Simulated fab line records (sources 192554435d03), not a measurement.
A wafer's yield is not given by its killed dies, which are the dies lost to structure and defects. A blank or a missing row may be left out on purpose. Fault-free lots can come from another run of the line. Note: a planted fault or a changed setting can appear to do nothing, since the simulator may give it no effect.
Split-lot trial	flow n5 finfet	21 wafers read across 7 lots, on a route 1938 steps long

THE SPLIT
At N5_ILD0_PRECLEAN_10 (cleans in NF3:NH3, afs cycles 5, time 20 s, sublimation time 60 s), the setting time s was moved away from the recipe's 20 s on 11 of the 21 wafers read, by -21.4% to +22.3%. For the rest of the wafers, this setting stayed at what the recipe calls for.

Reading taken at the split's own step.

THE READING
SiO2_flowable_of_ILD0_FCVD_FILL_01.thk nm (the simulator's own value, which no gauge read), in nm, at N5_ILD0_PRECLEAN_10 (cleans in NF3:NH3, afs cycles 5, time 20 s, sublimation time 60 s). The file does not state a usual value for it. Here, 10 wafers ran the recipe; their average is 121.1 nm with a standard deviation of 0.44 nm.

wafer	tool, chamber at the split	time s as run, s	against the recipe	SiO2_flowable_of_ILD0_FCVD_FILL_01.thk nm, nm	against lot-mates on the recipe
L075.1	remote plasma-02, 0	17.99	-10.1%	122.6	+2.2
L075.3	remote plasma-02, 0	20	recipe	120.4	-
L075.4	remote plasma-02, 0	17.99	-10.1%	121.6	+1.2
L076.1	remote plasma-01, 0	20	recipe	121.6	-
L076.2	remote plasma-01, 0	20	recipe	121.4	-
L076.6	remote plasma-01, 0	22.4	+12.0%	119.8	-1.7
L081.1	remote plasma-02, 0	20	recipe	120.8	-
L081.3	remote plasma-02, 0	20	recipe	121	-
L081.6	remote plasma-02, 0	20	recipe	120.4	-
L083.1	remote plasma-01, 1	20	recipe	121.2	-
L083.3	remote plasma-01, 1	20	recipe	121.2	-
L083.4	remote plasma-01, 1	20	recipe	121.8	-
L086.1	remote plasma-02, 0	15.71	-21.4%	124.6	no lot-mate on the recipe
L086.3	remote plasma-02, 0	15.71	-21.4%	123.4	no lot-mate on the recipe
L086.5	remote plasma-02, 0	15.71	-21.4%	122.8	no lot-mate on the recipe
L095.2	remote plasma-01, 1	24.46	+22.3%	118.2	-2.8
L095.5	remote plasma-01, 1	24.46	+22.3%	117.8	-3.2
L095.6	remote plasma-01, 1	20	recipe	121	-
L096.2	remote plasma-02, 0	18.08	-9.6%	122.8	no lot-mate on the recipe
L096.3	remote plasma-02, 0	18.08	-9.6%	122.4	no lot-mate on the recipe
L096.6	remote plasma-02, 0	18.08	-9.6%	121.8	no lot-mate on the recipe

THE FIT
A straight line over all 21 wafers: SiO2_flowable_of_ILD0_FCVD_FILL_01.thk nm changes by -0.125 nm for each +1% of time s; r = -0.95; the points scatter about the line by 0.52 nm.
The same after taking each lot's own level away (the mean of its wafers on the recipe; 15 wafers): -0.142 nm for each +1%; r = -0.98; scatter 0.3 nm.
Per that fit: largest time s move, reading shift of 3.2 nm.
Measured against the standard deviation above, the lots' own levels, which go from 120.40 to 121.50 nm, span 2.5 times it.
In other words, the slope is changed by the lot-to-lot level; the two fits disagree.
Check: for one of the wafers moved furthest among these (+22.3%), held out of the fit, the line's prediction against its lot-mates is -3.3 nm. Against them it came out at -2.8 nm.

ADDITIONAL SPLITS CARRIED BY THESE WAFERS
These wafers also went through other splits before the reading. Each is held against what the fit with the lots' levels taken away leaves over:
other split on the same wafers	wafers away from the commonest value	r with SiO2_flowable_of_ILD0_FCVD_FILL_01.thk nm (lot level and that fit taken away)
N5_SD_EPI_N_DESCUM_14 time s	10	-0.08

FILE'S OWN FIT
SiO2_flowable_of_ILD0_FCVD_FILL_01.thk nm changes by -0.141 nm for each +1% of time s, r = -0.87.
